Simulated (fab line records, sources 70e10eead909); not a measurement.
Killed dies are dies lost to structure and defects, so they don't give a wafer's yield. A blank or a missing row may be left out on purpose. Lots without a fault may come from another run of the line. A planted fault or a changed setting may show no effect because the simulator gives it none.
Tool commonality check | flow nand_harc | 10 lots, 36 wafers sampled

WHY IT WAS OPENED
At NHARC_END_WLT_00 the reading VT_DECK2_TOP_INNER is flagged on 2 of 10 lots. Wafers without a fault read 0.896, standard deviation 0.0068.
Rule: a lot is flagged when every wafer of it that has a number lies more than 4 standard deviations from that mean, or none has a number. The other lots count as sound.

lot  | measured     | on        | VT_DECK2_TOP_INNER, wafer by wafer  | flag
L659 | day 24 13:13 | prober-02 | 0.894 0.891 0.894                   |
L657 | day 24 18:59 | prober-01 | 0.898 0.903 0.899                   |
L658 | day 24 20:59 | prober-02 | 0.906 0.890 0.894                   |
L661 | day 25 15:14 | prober-02 | 1.018 1.037 1.040 1.024 1.024 1.032 | FLAGGED
L660 | day 25 15:43 | prober-01 | 0.900 0.889 0.902                   |
L664 | day 26 21:22 | prober-01 | 0.905 0.902 0.902                   |
L668 | day 28 23:22 | prober-02 | 1.039 1.037 1.026 1.033 1.028 1.035 | FLAGGED
L672 | day 29 19:49 | prober-01 | 0.906 0.898 0.905                   |
L675 | day 32 14:47 | prober-01 | 0.906 0.904 0.903                   |
L678 | day 33 01:38 | prober-02 | 0.891 0.895 0.892                   |
The numbers of the flagged lots are 1.031 on average: +0.135 against the usual, or +20 standard deviations.

WHICH TOOL RAN EACH LOT
The record holds 3 process steps before the reading, out of a route of 1302 steps. In each cell: the tool, then ch and the chambers that the sampled wafers went through, then the start.
lot  | flag    | NHARC_P_STI_PRECLEAN_32             | NHARC_THIN_TSV_STRIP_62              | NHARC_THIN_TSV_PVD_51
L659 |         | wet_bench-07 ch 0,6,7, day 3 17:01  | plasma_asher-02 ch 0,1, day 24 02:47 | pvd_sputter-03, day 24 07:32 or earlier
L657 |         | wet_bench-07 ch 1,6,7, day 2 22:04  | plasma_asher-02 ch 0,1, day 24 09:34 | pvd_sputter-01, day 24 14:17 or earlier
L658 |         | wet_bench-07 ch 0,6,7, day 3 17:11  | plasma_asher-01 ch 0, day 24 10:38   | pvd_sputter-03, day 24 15:22 or earlier
L661 | FLAGGED | wet_bench-07 ch 4,5,7, day 4 13:11  | plasma_asher-01 ch 0,1, day 25 05:03 | pvd_sputter-03, day 25 09:36 or earlier
L660 |         | wet_bench-07 ch 0,1,5, day 4 01:05  | plasma_asher-01 ch 0,1, day 25 03:47 | pvd_sputter-01, day 25 08:25 or earlier
L664 |         | wet_bench-09 ch 2,3,5, day 5 18:31  | plasma_asher-01 ch 1, day 26 10:05   | pvd_sputter-01, day 26 14:49 or earlier
L668 | FLAGGED | wet_bench-07 ch 0,2,3, day 7 12:05  | plasma_asher-01 ch 0,1, day 28 12:10 | pvd_sputter-03, day 28 16:59 or earlier
L672 |         | wet_bench-09 ch 2,4,7, day 9 03:07  | plasma_asher-01 ch 0,1, day 29 12:20 | pvd_sputter-02, day 29 17:04 or earlier
L675 |         | wet_bench-02 ch 1,4,5, day 10 07:59 | plasma_asher-02 ch 0,1, day 32 05:17 | pvd_sputter-02, day 32 10:04 or earlier
L678 |         | wet_bench-09 ch 2,4,5, day 11 15:43 | plasma_asher-01 ch 0,1, day 32 15:41 | pvd_sputter-03, day 32 20:34 or earlier
What these steps do:
- NHARC_P_STI_PRECLEAN_32: cleans in SC1.
- NHARC_THIN_TSV_STRIP_62: strips in N2/H2, time 20 s.
- NHARC_THIN_TSV_PVD_51: deposits Cu, target thk 100 nm.
- NHARC_END_WLT_00

FLAGGED OVER TOTAL, TOOL BY TOOL (the gauges that took the reading come last)
step                    | tool            | lots run | flagged | share of the flagged lots | sound lots run after its first flagged lot
NHARC_P_STI_PRECLEAN_32 | wet_bench-02    | 1        | 0       | none                      | -
NHARC_P_STI_PRECLEAN_32 | wet_bench-07    | 6        | 2       | all                       | 0
NHARC_P_STI_PRECLEAN_32 | wet_bench-09    | 3        | 0       | none                      | -
NHARC_THIN_TSV_STRIP_62 | plasma_asher-01 | 7        | 2       | all                       | 3 (L664,L672,L678)
NHARC_THIN_TSV_STRIP_62 | plasma_asher-02 | 3        | 0       | none                      | -
NHARC_THIN_TSV_PVD_51   | pvd_sputter-01  | 3        | 0       | none                      | -
NHARC_THIN_TSV_PVD_51   | pvd_sputter-02  | 2        | 0       | none                      | -
NHARC_THIN_TSV_PVD_51   | pvd_sputter-03  | 5        | 2       | all                       | 1 (L678)
NHARC_END_WLT_00        | prober-01       | 5        | 0       | none                      | -
NHARC_END_WLT_00        | prober-02       | 5        | 2       | all                       | 1 (L678)
NHARC_THIN_TSV_PVD_51 gives no start for some lots, so the hours and the order of its lots are those of NHARC_THIN_TSV_CD_MEAS_37.

WHAT THE TABLE ALLOWS
4 rows of the table ran every flagged lot: wet_bench-07 at NHARC_P_STI_PRECLEAN_32, plasma_asher-01 at NHARC_THIN_TSV_STRIP_62, pvd_sputter-03 at NHARC_THIN_TSV_PVD_51, prober-02 at NHARC_END_WLT_00.
- wet_bench-07 at NHARC_P_STI_PRECLEAN_32: 2 of its 6 lots flagged. Its last sound lot is L660 (day 4 01:05), its first flagged lot L661 (day 4 13:11): a fault that began between those two fits.
- plasma_asher-01 at NHARC_THIN_TSV_STRIP_62: 2 of its 7 lots flagged. Sound lots ran on it after the first flagged one (L664, L672, L678), which a lasting fault on the whole tool wouldn't allow.
- pvd_sputter-03 at NHARC_THIN_TSV_PVD_51: 2 of its 5 lots flagged. Sound lots ran on it after the first flagged one (L678), which a lasting fault on the whole tool wouldn't allow.
- prober-02 at NHARC_END_WLT_00: 2 of its 5 lots flagged. Sound lots ran on it after the first flagged one (L678), which a lasting fault on the whole tool wouldn't allow.
One tool is left: wet_bench-07 at NHARC_P_STI_PRECLEAN_32.

WHAT THE SIMULATOR HAD PUT IN
Metallic contamination source: wet_bench-07, from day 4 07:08 on, at NHARC_P_STI_PRECLEAN_32. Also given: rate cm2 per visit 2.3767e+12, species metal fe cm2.
Lots struck among those shown: L661, L668. The rule above found the same.
